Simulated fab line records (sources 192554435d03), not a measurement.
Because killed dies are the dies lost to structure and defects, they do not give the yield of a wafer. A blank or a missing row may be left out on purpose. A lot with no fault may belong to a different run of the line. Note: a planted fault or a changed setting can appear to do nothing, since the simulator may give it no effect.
Split-lot experiment	flow n5-finfet	on a route of 1938 steps: 7 lots, 21 wafers read

== ON THE SPLIT ==
At N5_BEOL_M6_ETCH_41 (etches SiCN in CH3F/O2, target depth 29.7 nm, time 52 s), the setting time-s was moved away from the recipe's 52 s on 10 of the 21 wafers read, by -21.2% to +20.4%. The other wafers ran this setting at the recipe's value.

Reading taken at the split's own step.

== THE READING ==
etch.depth-nm (the simulator's own value, which no gauge read), in nm, at N5_BEOL_M6_ETCH_41 (etches SiCN in CH3F/O2, target depth 29.7 nm, time 52 s). The file does not state a usual value for it. Average 19.57 nm, standard deviation 0.2 nm, over the 11 wafers here run with the recipe.

wafer	tool, chamber at the split	time-s as run, s	against the recipe	etch.depth-nm, nm	against lot-mates on the recipe
L074.1	rie-diel-04, 0	47.13	-9.4%	17.65	-1.62
L074.3	rie-diel-04, 3	52	recipe	19.27	-
L074.4	rie-diel-04, 1	47.13	-9.4%	17.52	-1.75
L077.2	rie-diel-05, 1	52	recipe	19.81	-
L077.3	rie-diel-05, 2	52	recipe	19.5	-
L077.6	rie-diel-05, 0	52	recipe	19.55	-
L078.1	rie-diel-04, 2	40.97	-21.2%	15.5	-3.98
L078.2	rie-diel-04, 1	52	recipe	19.48	-
L078.6	rie-diel-04, 0	40.97	-21.2%	15.68	-3.80
L080.2	rie-diel-04, 2	62.59	+20.4%	23.97	+3.92
L080.3	rie-diel-04, 1	62.59	+20.4%	23.62	+3.57
L080.5	rie-diel-04, 0	52	recipe	20.05	-
L082.2	rie-diel-02, 2	52	recipe	19.6	-
L082.3	rie-diel-02, 0	52	recipe	19.47	-
L082.5	rie-diel-02, 2	52	recipe	19.58	-
L086.1	rie-diel-02, 2	43.1	-17.1%	16.17	-3.37
L086.5	rie-diel-02, 3	43.1	-17.1%	16.56	-2.98
L086.6	rie-diel-02, 2	52	recipe	19.54	-
L095.1	rie-diel-05, 3	52	recipe	19.37	-
L095.3	rie-diel-05, 2	43.35	-16.6%	16.78	-2.59
L095.4	rie-diel-05, 1	43.35	-16.6%	16.47	-2.90

THE FIT
A straight line over all 21 wafers: etch.depth-nm changes by +0.194 nm for each +1% of time-s; r = +1.00; the points scatter about the line by 0.23 nm.
The same after taking each lot's own level away (the mean of its wafers on the recipe; 21 wafers): +0.181 nm for each +1%; r = +1.00; scatter 0.15 nm.
Per that fit: largest time-s move, reading shift of 3.8 nm.
Across the lots, their own levels run from 19.270 to 20.050 nm, a range of 3.9 times the standard deviation given above.
The two slopes are in agreement: the lot-to-lot level therefore moves the slope only a little.
Check: with one of the wafers moved furthest among these (-21.2%) left out of the fit, the line predicts -3.79 nm for it against its lot-mates. Against them it came out at -3.98 nm.

== OTHER SPLITS APPLIED TO THESE WAFERS ==
Before the reading, these wafers also passed through other splits. Each is held against what the fit with the lots' levels taken away leaves over:
other split on the same wafers	wafers away from the commonest value	r with etch.depth-nm (lot level and that fit taken away)
N5_BEOL_M6_TRENCH_ETCH_37 time-s	5	+0.37

== FILE'S OWN FIT ==
etch.depth-nm changes by +0.18 nm for each +1% of time-s, r = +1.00.
